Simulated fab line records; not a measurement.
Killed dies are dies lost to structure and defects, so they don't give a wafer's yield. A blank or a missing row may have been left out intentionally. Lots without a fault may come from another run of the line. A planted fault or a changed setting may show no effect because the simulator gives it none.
fab line records / flow n5-finfet
record lots=6 wafers=18 last-day=19
route steps=1938 shown WELL_APT@21 PASSIVATION@1936
lots that met no fault: from a run of the same line without faults
start-h: the number of hours between the record's first day and the start of the first shown wafer of the lot / wait-h: time in hours since the lot's previous step / " repeats the value in the row above / L1.1+2: several wafers, shown together as one row / - value missing, or start not given / * or withheld: withheld / < > ~ a bound
route shown NAME@n: names a module that has steps shown in the file, with the first one's number in the route / usual: mean/standard deviation taken from wafers without a fault / same: alike in all rows / chamber/n: place in a boat / sites: per-site readings / _std_site: how widely they spread, as a standard deviation / _edge_site: mean of outer sites minus mean of inner sites / radius-mm: for every site, how far away it sits from the centre of the wafer / mask NAME#n: copy n / behind: the tool/chamber that last shaped the wafer / hold: the reason the lot was held/the length of the hold in hours/how it ended / device: names the non-switching transistor (n, p or np) / end of line: the route-end tests of the same wafers / a step with no rows: only its recipe / killed: dies that structure and defects cost at the first sort, which is not the same as the wafer's yield / map: a wafer's dies, marking killed ones x, the rest . and places with no die _
set.NAME: setting as actually run; set.NAME@STEP: the setting as run at that earlier step / model.NAME: the simulator's own value behind a step, which no gauge read
lots at selected steps of the route; one table per step, one row per wafer
services: when a tool's chamber went out of use (start-h, in hours from the record's first day, below 0 if earlier), for how many hours, and the reason
## steps
# step N5_WELL_APT_COAT_02
# recipe spin-rpm=1357 resist-thk-nm=950
# step N5_WELL_APT_EBR_04
# recipe solvent=PGMEA ebr-width-mm=1.5
# step N5_WELL_APT_SOFTBAKE_03
# recipe temp-c=130 time-s=60
# step N5_WELL_APT_EXPOSE_05
# recipe mask-id=NWELL na=0.8 source-shape=conventional sigma-outer=0.8 polarization=unpolarized defocus-nm=0 target-cd-nm=200 dose-mj=20.3
# step N5_WELL_APT_PEB_06
# recipe peb-temp-c=130 peb-time-s=90
# step N5_WELL_APT_DEVELOP_07
# recipe develop-time-s=45 rinse-liquid=surfactant-rinse dry=air-spin dev-temp-c=21
# step N5_WELL_APT_HARDBAKE_12
# recipe temp-c=130 time-s=120
# step N5_WELL_APT_CD_MEAS_08
# recipe target-cd-nm=200 landing-energy-ev=500 detector=se-inlens
# usual cd-nm=200.5/2.4
lot.wafer=L394.1 tool=cd-sem-03 chamber=0 start-h=13.68 wait-h=- cd-nm=196.7
lot.wafer=L394.3 tool=cd-sem-03 chamber=0 start-h=13.68 wait-h=- cd-nm=196.9
lot.wafer=L394.6 tool=cd-sem-03 chamber=0 start-h=13.68 wait-h=- cd-nm=202.3
lot.wafer=L397.1 tool=cd-sem-02 chamber=0 start-h=31.58 wait-h=- cd-nm=200.0
lot.wafer=L397.5 tool=cd-sem-02 chamber=0 start-h=31.58 wait-h=- cd-nm=200.4
lot.wafer=L397.6 tool=cd-sem-02 chamber=0 start-h=31.58 wait-h=- cd-nm=198.0
lot.wafer=L403.4 tool=cd-sem-01 chamber=0 start-h=67.68 wait-h=- cd-nm=197.7
lot.wafer=L403.5 tool=cd-sem-01 chamber=0 start-h=67.68 wait-h=- cd-nm=200.2
lot.wafer=L403.6 tool=cd-sem-01 chamber=0 start-h=67.68 wait-h=- cd-nm=201.3
lot.wafer=L413.2 tool=cd-sem-02 chamber=0 start-h=127.57 wait-h=- cd-nm=200.9
lot.wafer=L413.3 tool=cd-sem-02 chamber=0 start-h=127.57 wait-h=- cd-nm=198.8
lot.wafer=L413.6 tool=cd-sem-02 chamber=0 start-h=127.57 wait-h=- cd-nm=199.8
lot.wafer=L414.1 tool=cd-sem-03 chamber=0 start-h=133.79 wait-h=- cd-nm=201.9
lot.wafer=L414.3 tool=cd-sem-03 chamber=0 start-h=133.79 wait-h=- cd-nm=203.3
lot.wafer=L414.4 tool=cd-sem-03 chamber=0 start-h=133.79 wait-h=- cd-nm=202.1
lot.wafer=L416.1 tool=cd-sem-02 chamber=0 start-h=146.20 wait-h=- cd-nm=201.2
lot.wafer=L416.2 tool=cd-sem-02 chamber=0 start-h=146.20 wait-h=- cd-nm=203.2
lot.wafer=L416.6 tool=cd-sem-02 chamber=0 start-h=146.20 wait-h=- cd-nm=200.2
# step N5_WELL_APT_OVL_MEAS_09
# recipe points-per-wafer=44
# usual NWELL_OVL=-2/5.1
lot.wafer=L394.1 tool=overlay-01 chamber=0 start-h=13.71 wait-h=0.0 NWELL_OVL[nm]=-7
lot.wafer=L394.3 tool=overlay-01 chamber=0 start-h=13.71 wait-h=0.0 NWELL_OVL[nm]=-10
lot.wafer=L394.6 tool=overlay-01 chamber=0 start-h=13.71 wait-h=0.0 NWELL_OVL[nm]=6
lot.wafer=L397.1 tool=overlay-01 chamber=0 start-h=31.61 wait-h=0.0 NWELL_OVL[nm]=-1
lot.wafer=L397.5 tool=overlay-01 chamber=0 start-h=31.61 wait-h=0.0 NWELL_OVL[nm]=4
lot.wafer=L397.6 tool=overlay-01 chamber=0 start-h=31.61 wait-h=0.0 NWELL_OVL[nm]=8
lot.wafer=L403.4 tool=overlay-02 chamber=0 start-h=67.71 wait-h=0.0 NWELL_OVL[nm]=-5
lot.wafer=L403.5 tool=overlay-02 chamber=0 start-h=67.71 wait-h=0.0 NWELL_OVL[nm]=-4
lot.wafer=L403.6 tool=overlay-02 chamber=0 start-h=67.71 wait-h=0.0 NWELL_OVL[nm]=-7
lot.wafer=L413.2 tool=overlay-02 chamber=0 start-h=127.60 wait-h=0.0 NWELL_OVL[nm]=-6
lot.wafer=L413.3 tool=overlay-02 chamber=0 start-h=127.60 wait-h=0.0 NWELL_OVL[nm]=-8
lot.wafer=L413.6 tool=overlay-02 chamber=0 start-h=127.60 wait-h=0.0 NWELL_OVL[nm]=-2
lot.wafer=L414.1 tool=overlay-01 chamber=0 start-h=133.82 wait-h=0.0 NWELL_OVL[nm]=-8
lot.wafer=L414.3 tool=overlay-01 chamber=0 start-h=133.82 wait-h=0.0 NWELL_OVL[nm]=-8
lot.wafer=L414.4 tool=overlay-01 chamber=0 start-h=133.82 wait-h=0.0 NWELL_OVL[nm]=-12
lot.wafer=L416.1 tool=overlay-01 chamber=0 start-h=146.23 wait-h=0.0 NWELL_OVL[nm]=2
lot.wafer=L416.2 tool=overlay-01 chamber=0 start-h=146.23 wait-h=0.0 NWELL_OVL[nm]=1
lot.wafer=L416.6 tool=overlay-01 chamber=0 start-h=146.23 wait-h=0.0 NWELL_OVL[nm]=-1
# step N5_WELL_APT_INSPECT_10
# recipe mode=adi inspect-instrument=macro
# usual raw-defect-count=2.2/1.6
lot.wafer=L394.1 tool=defect-inspect-01 chamber=- start-h=13.74 wait-h=0.0 raw-defect-count=1
lot.wafer=L394.3 tool=defect-inspect-01 chamber=- start-h=13.74 wait-h=0.0 raw-defect-count=1
lot.wafer=L394.6 tool=defect-inspect-01 chamber=- start-h=13.74 wait-h=0.0 raw-defect-count=3
lot.wafer=L397.1 tool=defect-inspect-01 chamber=- start-h=31.63 wait-h=0.0 raw-defect-count=3
lot.wafer=L397.5 tool=defect-inspect-01 chamber=- start-h=31.63 wait-h=0.0 raw-defect-count=5
lot.wafer=L397.6 tool=defect-inspect-01 chamber=- start-h=31.63 wait-h=0.0 raw-defect-count=1
lot.wafer=L403.4 tool=defect-inspect-02 chamber=- start-h=67.74 wait-h=0.0 raw-defect-count=3
lot.wafer=L403.5 tool=defect-inspect-02 chamber=- start-h=67.74 wait-h=0.0 raw-defect-count=1
lot.wafer=L403.6 tool=defect-inspect-02 chamber=- start-h=67.74 wait-h=0.0 raw-defect-count=3
lot.wafer=L413.2 tool=defect-inspect-01 chamber=- start-h=127.62 wait-h=0.0 raw-defect-count=0
lot.wafer=L413.3 tool=defect-inspect-01 chamber=- start-h=127.62 wait-h=0.0 raw-defect-count=3
lot.wafer=L413.6 tool=defect-inspect-01 chamber=- start-h=127.62 wait-h=0.0 raw-defect-count=2
lot.wafer=L414.1 tool=defect-inspect-02 chamber=- start-h=133.84 wait-h=0.0 raw-defect-count=1
lot.wafer=L414.3 tool=defect-inspect-02 chamber=- start-h=133.84 wait-h=0.0 raw-defect-count=2
lot.wafer=L414.4 tool=defect-inspect-02 chamber=- start-h=133.84 wait-h=0.0 raw-defect-count=3
lot.wafer=L416.1 tool=defect-inspect-01 chamber=- start-h=146.25 wait-h=0.0 raw-defect-count=1
lot.wafer=L416.2 tool=defect-inspect-01 chamber=- start-h=146.25 wait-h=0.0 raw-defect-count=1
lot.wafer=L416.6 tool=defect-inspect-01 chamber=- start-h=146.25 wait-h=0.0 raw-defect-count=3
# step N5_WELL_APT_DESCUM_13
# recipe chemistry=O2 time-s=7.9 source-power-w=50 bias-power-w=20 pressure-mtorr=20 rf-frequency-hz=2.712e+07 temp-c=40 o2-flow-sccm=225
# usual drypump-motor-current-A=5.9/0.43 oes-product-au=0.79/0.07 rf-vpp-V=243.5/1.2 showerhead-plenum-p-Torr=2.11/0.061 throttle-valve-pct=20.5/0.31
lot.wafer=L394.1 tool=rie-diel-01 chamber=0 start-h=14.36 wait-h=0.6 drypump-motor-current-A=6.4 oes-product-au=0.83 rf-hours-counter-h=78 rf-vpp-V=245.5 showerhead-plenum-p-Torr=2.20 throttle-valve-pct=20.4
lot.wafer=L394.3 tool=rie-diel-01 chamber=3 start-h=14.36 wait-h=0.6 drypump-motor-current-A=6.1 oes-product-au=0.75 rf-hours-counter-h=159 rf-vpp-V=242.3 showerhead-plenum-p-Torr=2.11 throttle-valve-pct=20.9
lot.wafer=L394.6 tool=rie-diel-01 chamber=3 start-h=14.36 wait-h=0.6 drypump-motor-current-A=6.1 oes-product-au=0.75 rf-hours-counter-h=- rf-vpp-V=244.3 showerhead-plenum-p-Torr=2.11 throttle-valve-pct=20.9
lot.wafer=L397.1 tool=rie-diel-06 chamber=2 start-h=31.70 wait-h=0.1 drypump-motor-current-A=5.3 oes-product-au=0.78 rf-hours-counter-h=136 rf-vpp-V=243.0 showerhead-plenum-p-Torr=2.10 throttle-valve-pct=20.2
lot.wafer=L397.5 tool=rie-diel-06 chamber=2 start-h=31.70 wait-h=0.1 drypump-motor-current-A=5.4 oes-product-au=0.79 rf-hours-counter-h=- rf-vpp-V=243.0 showerhead-plenum-p-Torr=2.10 throttle-valve-pct=20.2
lot.wafer=L397.6 tool=rie-diel-06 chamber=1 start-h=31.70 wait-h=0.1 drypump-motor-current-A=6.5 oes-product-au=0.74 rf-hours-counter-h=- rf-vpp-V=245.2 showerhead-plenum-p-Torr=2.14 throttle-valve-pct=20.4
lot.wafer=L403.4 tool=rie-diel-03 chamber=0 start-h=67.80 wait-h=0.1 drypump-motor-current-A=6.1 oes-product-au=0.75 rf-hours-counter-h=- rf-vpp-V=242.6 showerhead-plenum-p-Torr=2.14 throttle-valve-pct=20.9
lot.wafer=L403.5 tool=rie-diel-03 chamber=2 start-h=67.80 wait-h=0.1 drypump-motor-current-A=5.4 oes-product-au=0.77 rf-hours-counter-h=- rf-vpp-V=242.6 showerhead-plenum-p-Torr=2.06 throttle-valve-pct=20.0
lot.wafer=L403.6 tool=rie-diel-03 chamber=1 start-h=67.80 wait-h=0.1 drypump-motor-current-A=5.5 oes-product-au=0.85 rf-hours-counter-h=- rf-vpp-V=244.2 showerhead-plenum-p-Torr=2.13 throttle-valve-pct=20.5
lot.wafer=L413.2 tool=rie-diel-01 chamber=0 start-h=127.70 wait-h=0.1 drypump-motor-current-A=6.5 oes-product-au=0.79 rf-hours-counter-h=124 rf-vpp-V=247.0 showerhead-plenum-p-Torr=2.19 throttle-valve-pct=20.5
lot.wafer=L413.3 tool=rie-diel-01 chamber=3 start-h=127.70 wait-h=0.1 drypump-motor-current-A=6.1 oes-product-au=0.72 rf-hours-counter-h=209 rf-vpp-V=242.8 showerhead-plenum-p-Torr=2.09 throttle-valve-pct=20.9
lot.wafer=L413.6 tool=rie-diel-01 chamber=1 start-h=127.70 wait-h=0.1 drypump-motor-current-A=6.0 oes-product-au=0.74 rf-hours-counter-h=- rf-vpp-V=241.9 showerhead-plenum-p-Torr=1.99 throttle-valve-pct=20.2
lot.wafer=L414.1 tool=rie-diel-01 chamber=2 start-h=133.88 wait-h=0.0 drypump-motor-current-A=6.3 oes-product-au=0.96 rf-hours-counter-h=16 rf-vpp-V=242.6 showerhead-plenum-p-Torr=2.15 throttle-valve-pct=20.6
lot.wafer=L414.3 tool=rie-diel-01 chamber=1 start-h=133.88 wait-h=0.0 drypump-motor-current-A=6.0 oes-product-au=0.73 rf-hours-counter-h=155 rf-vpp-V=243.3 showerhead-plenum-p-Torr=1.99 throttle-valve-pct=20.2
lot.wafer=L414.4 tool=rie-diel-01 chamber=3 start-h=133.88 wait-h=0.0 drypump-motor-current-A=6.1 oes-product-au=0.71 rf-hours-counter-h=211 rf-vpp-V=242.9 showerhead-plenum-p-Torr=2.09 throttle-valve-pct=20.9
lot.wafer=L416.1 tool=rie-diel-06 chamber=3 start-h=146.29 wait-h=0.0 drypump-motor-current-A=5.3 oes-product-au=0.86 rf-hours-counter-h=24 rf-vpp-V=242.9 showerhead-plenum-p-Torr=2.14 throttle-valve-pct=20.4
lot.wafer=L416.2 tool=rie-diel-06 chamber=1 start-h=146.29 wait-h=0.0 drypump-motor-current-A=6.5 oes-product-au=0.71 rf-hours-counter-h=226 rf-vpp-V=245.0 showerhead-plenum-p-Torr=2.12 throttle-valve-pct=20.5
lot.wafer=L416.6 tool=rie-diel-06 chamber=3 start-h=146.29 wait-h=0.0 drypump-motor-current-A=5.3 oes-product-au=0.86 rf-hours-counter-h=- rf-vpp-V=243.2 showerhead-plenum-p-Torr=2.14 throttle-valve-pct=20.4
# step N5_WELL_APT_IMPLANT_14
# recipe species=P energy-kev=160 dose-cm2=1.5e+13 tilt-deg=0 rotation-deg=0
# step N5_WELL_APT_IMPLANT_15
# recipe species=As energy-kev=25 dose-cm2=1.5e+13 tilt-deg=0 rotation-deg=0
# usual dose-ions-cm2=1.5002e+13/1.4e+10 faraday-current-uA=190/3.2
lot.wafer=L394.1 tool=implanter-01 chamber=0 start-h=14.65 wait-h=0.1 dose-ions-cm2=1.4992e+13 faraday-current-uA=188
lot.wafer=L394.3 tool=implanter-01 chamber=0 start-h=14.65 wait-h=0.1 dose-ions-cm2=1.499e+13 faraday-current-uA=187
lot.wafer=L394.6 tool=implanter-01 chamber=0 start-h=14.65 wait-h=0.1 dose-ions-cm2=1.4995e+13 faraday-current-uA=189
lot.wafer=L397.1 tool=implanter-02 chamber=0 start-h=31.98 wait-h=0.1 dose-ions-cm2=2.1811e+13 faraday-current-uA=280
lot.wafer=L397.5 tool=implanter-02 chamber=0 start-h=31.98 wait-h=0.1 dose-ions-cm2=2.1801e+13 faraday-current-uA=282
lot.wafer=L397.6 tool=implanter-02 chamber=0 start-h=31.98 wait-h=0.1 dose-ions-cm2=2.1815e+13 faraday-current-uA=277
lot.wafer=L403.4 tool=implanter-02 chamber=0 start-h=68.14 wait-h=0.1 dose-ions-cm2=2.1798e+13 faraday-current-uA=286
lot.wafer=L403.5 tool=implanter-02 chamber=0 start-h=68.14 wait-h=0.1 dose-ions-cm2=2.1817e+13 faraday-current-uA=281
lot.wafer=L403.6 tool=implanter-02 chamber=0 start-h=68.14 wait-h=0.1 dose-ions-cm2=2.1817e+13 faraday-current-uA=274
lot.wafer=L413.2 tool=implanter-01 chamber=0 start-h=128.01 wait-h=0.1 dose-ions-cm2=1.5011e+13 faraday-current-uA=188
lot.wafer=L413.3 tool=implanter-01 chamber=0 start-h=128.01 wait-h=0.1 dose-ions-cm2=1.4989e+13 faraday-current-uA=189
lot.wafer=L413.6 tool=implanter-01 chamber=0 start-h=128.01 wait-h=0.1 dose-ions-cm2=1.5e+13 faraday-current-uA=190
lot.wafer=L414.1 tool=implanter-02 chamber=0 start-h=134.16 wait-h=0.1 dose-ions-cm2=1.504e+13 faraday-current-uA=192
lot.wafer=L414.3 tool=implanter-02 chamber=0 start-h=134.16 wait-h=0.1 dose-ions-cm2=1.5015e+13 faraday-current-uA=188
lot.wafer=L414.4 tool=implanter-02 chamber=0 start-h=134.16 wait-h=0.1 dose-ions-cm2=1.5012e+13 faraday-current-uA=191
lot.wafer=L416.1 tool=implanter-02 chamber=0 start-h=146.57 wait-h=0.1 dose-ions-cm2=1.5009e+13 faraday-current-uA=187
lot.wafer=L416.2 tool=implanter-02 chamber=0 start-h=146.57 wait-h=0.1 dose-ions-cm2=1.4998e+13 faraday-current-uA=190
lot.wafer=L416.6 tool=implanter-02 chamber=0 start-h=146.57 wait-h=0.1 dose-ions-cm2=1.5003e+13 faraday-current-uA=188
# step N5_WELL_APT_STRIP_16
# recipe chemistry=SPM time-s=900 temp-c=130 h2so4-h2o2-vol-ratio=4 dry=ipa-marangoni
# step N5_PASSIVATION_PROBE_49
# usual killed_at_M0_to_M3=33/11 killed_at_M4_up=13/5.2 killed-at-contacts=11/5.7 killed-at-front-end=39/11 killed-at-other=4/3 killed-dies=101/20 killed-open=66/15 killed-short=33/8.4
# same gross-dies=1180 killed-at-back-side=0
lot.wafer=L394.1 tool=prober-02 chamber=- start-h=288.05 wait-h=0.0 killed_at_M0_to_M3=29 killed_at_M4_up=17 killed-at-contacts=8 killed-at-front-end=57 killed-at-other=0 killed-dies=111 killed-open=73 killed-short=36
lot.wafer=L394.3 tool=prober-02 chamber=- start-h=288.15 wait-h=0.1 killed_at_M0_to_M3=30 killed_at_M4_up=18 killed-at-contacts=9 killed-at-front-end=40 killed-at-other=1 killed-dies=98 killed-open=66 killed-short=31
lot.wafer=L394.6 tool=prober-02 chamber=- start-h=288.30 wait-h=0.3 killed_at_M0_to_M3=34 killed_at_M4_up=23 killed-at-contacts=1 killed-at-front-end=39 killed-at-other=0 killed-dies=97 killed-open=60 killed-short=33
lot.wafer=L403.4 tool=prober-01 chamber=- start-h=321.30 wait-h=0.2 killed_at_M0_to_M3=38 killed_at_M4_up=14 killed-at-contacts=32 killed-at-front-end=45 killed-at-other=6 killed-dies=135 killed-open=100 killed-short=35
lot.wafer=L403.5 tool=prober-01 chamber=- start-h=321.35 wait-h=0.2 killed_at_M0_to_M3=54 killed_at_M4_up=7 killed-at-contacts=12 killed-at-front-end=42 killed-at-other=5 killed-dies=120 killed-open=77 killed-short=41
lot.wafer=L403.6 tool=prober-01 chamber=- start-h=321.40 wait-h=0.3 killed_at_M0_to_M3=35 killed_at_M4_up=11 killed-at-contacts=30 killed-at-front-end=62 killed-at-other=2 killed-dies=140 killed-open=90 killed-short=40
# killed by level:class
L394.1 STI_FIN_REVEAL:geometric-particle:open=16 FIN_SAQP:geometric-particle:short=12 FIN_SAQP:geometric-particle:open=11 BEOL_M1:geometric-particle:open=7 MOL_CONTACT_COAG:geometric-particle:open=7 BEOL_M4:geometric-particle:open=5 STI_FIN_REVEAL:geometric-particle:short=5 BEOL_M0_SAQP:geometric-particle:short=5
L394.3 BEOL_M3:geometric-particle:open=9 BEOL_M1:geometric-particle:open=9 MOL_CONTACT_COAG:geometric-particle:open=8 FIN_SAQP:geometric-particle:short=7 FIN_SAQP:geometric-particle:open=7 GATE_CUT:geometric-particle:open=6 DUMMY_GATE:geometric-particle:open=5 STI_FIN_REVEAL:geometric-particle:open=4
L394.6 FIN_SAQP:geometric-particle:open=12 BEOL_M0_SAQP:geometric-particle:short=12 BEOL_M0_SAQP:geometric-particle:open=8 FIN_SAQP:geometric-particle:short=7 STI_FIN_REVEAL:geometric-particle:open=7 BEOL_M1:geometric-particle:open=6 BEOL_M4:geometric-particle:open=6 BEOL_M8:geometric-particle:open=4
L403.4 MOL_CONTACT_COAG:geometric-particle:open=26 STI_FIN_REVEAL:geometric-particle:open=21 BEOL_M1:geometric-particle:open=11 BEOL_M3:geometric-particle:open=9 BEOL_M0_SAQP:geometric-particle:short=8 FIN_SAQP:geometric-particle:open=6 MOL_CONTACT_COAG:geometric-particle:short=6 BEOL_M4:geometric-particle:open=6
L403.5 BEOL_M0_SAQP:geometric-particle:short=14 BEOL_M0_SAQP:geometric-particle:open=13 STI_FIN_REVEAL:geometric-particle:open=9 BEOL_M3:geometric-particle:open=9 MOL_CONTACT_COAG:geometric-particle:open=8 BEOL_M2:geometric-particle:open=7 FIN_SAQP:geometric-particle:open=5 FIN_SAQP:geometric-particle:short=5
L403.6 MOL_CONTACT_COAG:geometric-particle:open=20 STI_FIN_REVEAL:geometric-particle:open=11 MOL_CONTACT_COAG:geometric-particle:short=10 BEOL_M2:geometric-particle:open=10 HKMG_FIN:area-etch=10 GATE_CUT:geometric-particle:open=8 BEOL_M3:geometric-particle:open=8 BEOL_M0_SAQP:geometric-particle:open=7
## services
tool=rie-diel-01 chamber=2 start-h=-7.71 hours=8.9 kind=repair
tool=rie-diel-03 chamber=- start-h=11.78 hours=0.3 kind=repair
tool=implanter-02 chamber=- start-h=13.74 hours=2.7 kind=repair
tool=rie-diel-01 chamber=0 start-h=24.77 hours=4.8 kind=repair
tool=rie-diel-06 chamber=0 start-h=27.07 hours=16.7 kind=repair
tool=rie-diel-06 chamber=3 start-h=46.41 hours=- kind=clean
tool=rie-diel-06 chamber=3 start-h=46.41 hours=- kind=consumable-replace:focus-ring
tool=rie-diel-06 chamber=3 start-h=46.41 hours=16.0 kind=scheduled-down
tool=rie-diel-06 chamber=3 start-h=46.41 hours=16.0 kind=vent-cycle
tool=rie-diel-03 chamber=3 start-h=52.75 hours=23.1 kind=repair
tool=rie-diel-01 chamber=2 start-h=66.15 hours=- kind=clean
tool=rie-diel-01 chamber=2 start-h=66.15 hours=- kind=consumable-replace:focus-ring
tool=rie-diel-01 chamber=2 start-h=66.15 hours=18.8 kind=scheduled-down
tool=rie-diel-01 chamber=2 start-h=66.15 hours=18.8 kind=vent-cycle
tool=implanter-01 chamber=- start-h=79.72 hours=3.7 kind=repair
tool=rie-diel-03 chamber=1 start-h=92.41 hours=36.0 kind=repair
tool=implanter-01 chamber=- start-h=136.15 hours=5.9 kind=pm
## key
first-sign step=N5_WELL_APT_IMPLANT_15 reading=dose-ions-cm2 direction=up sigmas=99+ usual=1.5002e+13 struck=2.181e+13
effect step=N5_WELL_APT_IMPLANT_15 reading=faraday-current-uA direction=up sigmas=29 usual=190 struck=280
met-at N5_WELL_APT_IMPLANT_15
struck-wafers L397.1,L397.5,L397.6,L403.4,L403.5,L403.6
tester-left-out L397,L403
baseline-loss step=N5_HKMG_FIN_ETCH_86 wafers=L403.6
fault kind=process-parameter-drift tool=implanter-02 chamber=- onset-h=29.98 steps=N5_WELL_APT_IMPLANT_15 channel=dose-cm2 offset=6.8195e+12 shape=step end-h=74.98 acts-in=these-recipes-only stated=1.5e+13
# tester-left-out: of these lots the tester's yield and bins aren't shown, on N5 and GAA mostly nor the transistor test; their killed dies are dies lost to structure and defects alone, not to doping, threshold or leakage, so they don't give the yield
# baseline-loss: these wafers lose ten dies or more at that step, a loss of the line's own and not of a fault; the sort's usual values leave them out
